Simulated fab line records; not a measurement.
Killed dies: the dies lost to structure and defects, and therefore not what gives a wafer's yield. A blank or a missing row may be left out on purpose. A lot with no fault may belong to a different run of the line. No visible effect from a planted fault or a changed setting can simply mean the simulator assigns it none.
Which tool was responsible? -- flow nand_harc -- 11 lots with 33 wafers sampled at 4 steps, on a route of 1302 steps

## WHAT THE GAUGES SHOWED, per wafer
NHARC_END_SORT_01.
lot,measured,on,killed_at_periphery
L948,day 25 04:04,prober-02,3 8 8
L951,day 26 10:28,prober-02,1 3 1
L955,day 28 00:50,prober-02,4 3 1
L956,day 28 07:16,prober-02,623 614 2
L957,day 28 07:12,prober-01,1 1 615
L962,day 31 01:58,prober-02,1 2 1
L963,day 31 01:58,prober-01,1 1 4
L964,day 31 10:31,prober-02,1 2 4
L965,day 32 04:40,prober-01,6 4 0
L966,day 32 04:37,prober-02,5 6 8
L969,day 33 13:04,prober-01,1 2 2

## WHAT TOOL EACH LOT RAN ON (gives the tool, then ch and the chambers of the sampled wafers, and finally the start)
lot,NHARC_P_M1_ETCH_35,NHARC_P_M1_ETCH_15,NHARC_P_M1_STRIP_18
L948,"rie_diel-05 ch 1,2,3, day 7 05:38","rie_diel-05 ch 0,1,2, day 7 05:43","rie_diel-05 ch 1,3, day 7 05:55"
L951,"rie_diel-09 ch 0,1, day 8 07:39","rie_diel-09 ch 0,2,3, day 8 07:46","rie_diel-05 ch 1,3, day 8 08:00"
L955,"rie_diel-08 ch 1,2, day 10 00:17","rie_diel-08 ch 2,3, day 10 00:23","rie_diel-05 ch 1,2, day 10 00:35"
L956,"rie_diel-09 ch 0,3, day 10 16:15","rie_diel-09 ch 1,2, day 10 16:21","rie_diel-09 ch 1,2,3, day 10 16:36"
L957,"rie_diel-09 ch 0,2,3, day 10 17:23","rie_diel-09 ch 0,2,3, day 10 17:28","rie_diel-09 ch 0,1,3, day 10 17:40"
L962,"rie_diel-08 ch 0,1,2, day 12 19:05","rie_diel-08 ch 0,1,2, day 12 19:11","rie_diel-05 ch 0,1,3, day 12 19:26"
L963,"rie_diel-08 ch 0,1,3, day 13 06:09","rie_diel-08 ch 1,2,3, day 13 06:14","rie_diel-05 ch 0,2,3, day 13 06:27"
L964,"rie_diel-08 ch 0,2,3, day 13 15:01","rie_diel-08 ch 1,3, day 13 15:06","rie_diel-08 ch 2,3, day 13 15:18"
L965,"rie_diel-09 ch 1,3, day 14 07:47","rie_diel-09 ch 0,1,3, day 14 07:52","rie_diel-09 ch 0,1,2, day 14 08:06"
L966,"rie_diel-08 ch 1,2, day 14 13:31","rie_diel-08 ch 0,1,3, day 14 13:37","rie_diel-05 ch 1,2, day 14 13:48"
L969,"rie_diel-05 ch 1,2,3, day 15 20:23","rie_diel-05 ch 0,1,3, day 15 20:28","rie_diel-05 ch 0,2,3, day 15 20:40"
- NHARC_P_M1_ETCH_35: etches the open film in N2/H2, target depth 40 nm, overetch 12 nm, time 43.94 s.
- NHARC_P_M1_ETCH_15: etches the open film in C4F8/Ar, target depth 182.5 nm, time 91.2 s.
- NHARC_P_M1_STRIP_18: strips in N2/H2.

## THE ANSWER, worked out from the rows above alone
Rule: the usual values come from the lots themselves. Put in order of their means at a reading, lots are off if they are a third of the lots or fewer, leave a main group of 4 or more, and stand apart from it by a gap of 3 or more times the standard deviation of the main group's means; of several such gaps the widest counts. Not used: any main group whose means are identical at the precision the tables above print for the reading. A lot without any number at a reading at which 4 lots or more have one is off too. All remaining lots with rows at the step are treated as sound.
Off: L956, L957, at NHARC_END_SORT_01 (killed_at_periphery). The main group: mean 3.1, standard deviation 1.8.
If a tool, at a process step before that reading, ran all the lots that are off and no sound lot after the first of them, it fits. Those tools and the gauges at NHARC_END_SORT_01 are tried in the same way. None of those tried fits.

## WHAT THE SIMULATOR HAD INSERTED
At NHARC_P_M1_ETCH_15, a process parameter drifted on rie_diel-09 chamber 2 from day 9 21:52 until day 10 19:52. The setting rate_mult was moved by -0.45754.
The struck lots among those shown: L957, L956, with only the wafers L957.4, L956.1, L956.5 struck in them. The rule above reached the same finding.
